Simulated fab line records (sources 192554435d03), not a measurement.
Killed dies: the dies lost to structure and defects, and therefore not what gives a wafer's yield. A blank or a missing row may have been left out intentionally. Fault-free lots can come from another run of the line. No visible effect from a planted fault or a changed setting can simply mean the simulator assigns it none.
Matching of chambers / flow n5Finfet / 3 sister chambers for N5_BEOL_M9_CURE_71 on uvCure-02
The step cures SiCOH lowk, time 240 s. 3 wafers are shown with their chamber, then 9 later ones without.

## WAFERS PAIRED WITH THEIR CHAMBERS
wafer=L081.5 chamber=0 wafer_temp_C_max=386.4
wafer=L085.5 chamber=1 wafer_temp_C_max=386.6
wafer=L089.3 chamber=2 wafer_temp_C_max=386.4

## WAFERS WITHOUT THEIR CHAMBER
wafer=L086.3 wafer_temp_C_max=386.5
wafer=L086.4 wafer_temp_C_max=386.8
wafer=L086.6 wafer_temp_C_max=386.8
wafer=L094.2 wafer_temp_C_max=386.4
wafer=L094.3 wafer_temp_C_max=386.7
wafer=L094.6 wafer_temp_C_max=386.9
wafer=L095.2 wafer_temp_C_max=386.7
wafer=L095.3 wafer_temp_C_max=386.9
wafer=L095.4 wafer_temp_C_max=387.0

## WHICH CHAMBER EACH WENT THROUGH
wafer=L086.3; from the rows above=can't be placed: 0 or 1 or 2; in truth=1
wafer=L086.4; from the rows above=can't be placed: 1 or 0 or 2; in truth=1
wafer=L086.6; from the rows above=can't be placed: 1 or 0 or 2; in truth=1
wafer=L094.2; from the rows above=can't be placed: 0 or 2 or 1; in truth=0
wafer=L094.3; from the rows above=can't be placed: 1 or 0 or 2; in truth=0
wafer=L094.6; from the rows above=can't be placed: 1 or 0 or 2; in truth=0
wafer=L095.2; from the rows above=can't be placed: 1 or 0 or 2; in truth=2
wafer=L095.3; from the rows above=can't be placed: 1 or 0 or 2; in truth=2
wafer=L095.4; from the rows above=can't be placed: 1 or 0 or 2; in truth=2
0 of 9 placed correctly. Cannot be placed on the basis of these rows: 9; the candidates contain the true chamber in 9. 0 placed wrongly.
How it was worked out, from the rows above alone: a wafer's distance from a chamber is the root of the sum, over the readings, of the square of ((its reading less the chamber's mean) divided by the reading's scatter). If the next closest chamber is less than 2 further off than the closest, the wafer can't be placed; otherwise it belongs to the closest. The mean given for a chamber averages the wafers shown for that chamber. The scatter: root of mean squared gap, hidden wafer to nearest shown wafer, with one shown wafer a chamber.
